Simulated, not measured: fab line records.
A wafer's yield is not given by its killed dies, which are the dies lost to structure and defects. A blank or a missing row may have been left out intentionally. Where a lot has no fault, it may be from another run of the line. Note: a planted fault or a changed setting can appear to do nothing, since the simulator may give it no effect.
A struck lot beside a sound one :: flow n5 finfet :: 37 out of 1938 route steps
Sound: wafers L717.1, L717.2, L717.6. Struck: wafer L720.5 (left out: L720.3, L720.4 of the same lot, which were not struck); the cause appears at the end.
For every step that has rows: the tool of each side, followed by ch and its chambers, followed by its first start. Under that, the readings that differ: sound wafers :: struck wafers :: difference of the means :: sigmas: that difference in standard deviations of wafers without a fault.
alike: a reading whose means differ by less than 2 such deviations, as well as words and numbers matching on both sides. not compared: withheld readings; readings where some wafer has no value; bounds like >300 that might hide an equal value; numbers whose values overlap and for which the record gives no deviation.
Wherever a step has rows on one side only, a row that says differs or no value, or a row with sigmas, the two part there. Numbers that have no deviation but don't overlap get no sigmas and don't part them. A reading missing from all wafers of one side parts the sides only when that side holds two or more wafers.

first, 9 steps without rows for these wafers: N5_BEOL_M11_ALD_74 (deposits TaN, target thk 2 nm, pulse time 2 s, purge time 3 s); N5_BEOL_M11_SURFACE_TREAT_76; N5_BEOL_M11_CVD_75 (deposits Co from CCTBA/H2, target thk 2 nm, time 138.9 s); N5_BEOL_M11_SPUTTER_48 (material Cu, target thk 12 nm, time 2 s); N5_BEOL_M11_ECD_50 (material Cu, target thk 318 nm); N5_BEOL_M11_ANNEAL_51 (time 90 s); N5_BEOL_M11_CMP_52 (polishes, stops on SiCOH lowk, t overpolish 7 s, target thk 140 nm); N5_BEOL_M11_PRE_CLEAN_55 (time 15 s); N5_BEOL_M11_DEP_56 (deposits SiCN from 3MS/NH3, target thk 30 nm, time 10.5 s).
N5_BEOL_M12_ILD_DEP_00: deposits SiOC from DEMS/O2, target thk 658.92 nm, time 130.7 s.
  sound on pecvd-03 ch 0,1,2, day 15 08:52; struck on pecvd-03 ch 2, day 15 15:37
reading: model.SiOC_of_BEOL_M12_ILD_DEP_00.thk nm (nm)
sound: 671 663.6 656.2
struck: 694.8
difference: +31.2
sigmas: 
  alike: heater power w, showerhead plenum p Torr, throttle valve pct
N5_BEOL_M12_THK_MEAS_01:
  struck on film metro-01, day 15 15:45; sound on film metro-01, day 15 08:59
reading: M12_ILD_THK (nm)
sound: 671 663 656
struck: 694
difference: +31
sigmas: +4
then, 10 steps without rows for these wafers: N5_BEOL_M12_COAT_58 (time 60 s, resist thk 89 nm); N5_BEOL_M12_COAT_04 (resist thk 400 nm); N5_BEOL_M12_EBR_06; N5_BEOL_M12_SOFTBAKE_05 (time 60 s); N5_BEOL_M12_EXPOSE_07 (exposes mask V11); N5_BEOL_M12_PEB_08 (peb time 90 s); N5_BEOL_M12_DEVELOP_09 (develop time 45 s); N5_BEOL_M12_HARDBAKE_14 (time 120 s); N5_BEOL_M12_DESCUM_15 (chemistry O2, time 7.9 s); N5_BEOL_M12_ETCH_59 (etches BARC in N2/H2, target depth 89 nm, overetch 26.7 nm, time 67.9 s).
N5_BEOL_M12_VIA_ETCH_16: etches SiOC in C4F8/O2/Ar, target depth 724.8 nm.
  sound on rie diel-01 ch 0,3, day 15 09:35; struck on rie diel-03 ch 1, day 15 16:22
reading: model.etch.depth nm (nm)
sound: 671.1 663.6 656.2
struck: 694.8
difference: +31.2
sigmas: 

reading: model.coat_of_BEOL_M12_COAT_04.thk nm (nm)
sound: 118 122.8 125.6
struck: 113.2
difference: -8.9
sigmas: 
  alike: O2_flow_sccm, drypump motor current A, oes product au, rf vpp V, showerhead plenum p Torr, throttle valve pct
N5_BEOL_M12_STRIP_63: strips in N2/H2.
  sound on plasma asher-01 ch 0,1, day 15 09:47; struck on plasma asher-01 ch 1, day 15 16:35
reading: heater power w (W)
sound: 327 338 345
struck: 311
difference: -26
sigmas: -2

reading: strip time to endpoint s (s)
sound: 41.1 42.4 43.2
struck: 39.8
difference: -2.4
sigmas: -3
  alike: drypump motor current A, oes product au
  not compared: rf hours counter h
then, 12 steps without rows for these wafers: N5_BEOL_M12_STRIP_64 (strips in N2/H2); N5_BEOL_M12_STRIP_71 (strips in post etch residue remover, time 60 s); N5_BEOL_M12_SRD_72 (time 30 s, dry time 30 s); N5_BEOL_M12_COAT_65 (time 60 s, resist thk 300 nm); N5_BEOL_M12_COAT_66 (time 60 s, resist thk 110 nm); N5_BEOL_M12_COAT_22 (resist thk 300 nm); N5_BEOL_M12_EBR_24; N5_BEOL_M12_SOFTBAKE_23 (time 60 s); N5_BEOL_M12_EXPOSE_25 (exposes mask M12); N5_BEOL_M12_PEB_26 (peb time 90 s); N5_BEOL_M12_DEVELOP_27 (develop time 45 s); N5_BEOL_M12_HARDBAKE_32 (time 120 s).
N5_BEOL_M12_CMP_49: polishes, stops on SiOC, t overpolish 20.6 s, target thk 320 nm.
  sound on cmp-03 ch 0,3, day 15 15:24; struck on cmp-01 ch 0, day 15 21:01
reading: barrier field endpoint s (s)
sound: 29.3 29.9 30.3
struck: 31.3
difference: +1.5
sigmas: +2

reading: model.SiOC_of_BEOL_M12_ILD_DEP_00.thk nm (nm)
sound: 611.4 602.8 596.4
struck: 634.2
difference: +30.7
sigmas: 
  alike: edge zone pressure frac, motor current A, overpolish run s
N5_PASSIVATION_PROBE_49:
  struck on prober-01, day 17 12:38; sound on prober-01, day 17 11:34
reading: killed at other
sound: 4 5 9
struck: 0
difference: -6
sigmas: -2
  alike: defect limited yield, killed_at_M0_to_M3, killed_at_M4_up, killed at contacts, killed at front end, killed dies, killed open, killed short, sort_bin_5_function, sort_bin_6_memory, sort n pass, sort yield pct

== WHERE THEY PART ==
Last at N5_PASSIVATION_PROBE_49 as far as this record goes, first at N5_BEOL_M12_THK_MEAS_01.

WHY: what had been put in by the simulator
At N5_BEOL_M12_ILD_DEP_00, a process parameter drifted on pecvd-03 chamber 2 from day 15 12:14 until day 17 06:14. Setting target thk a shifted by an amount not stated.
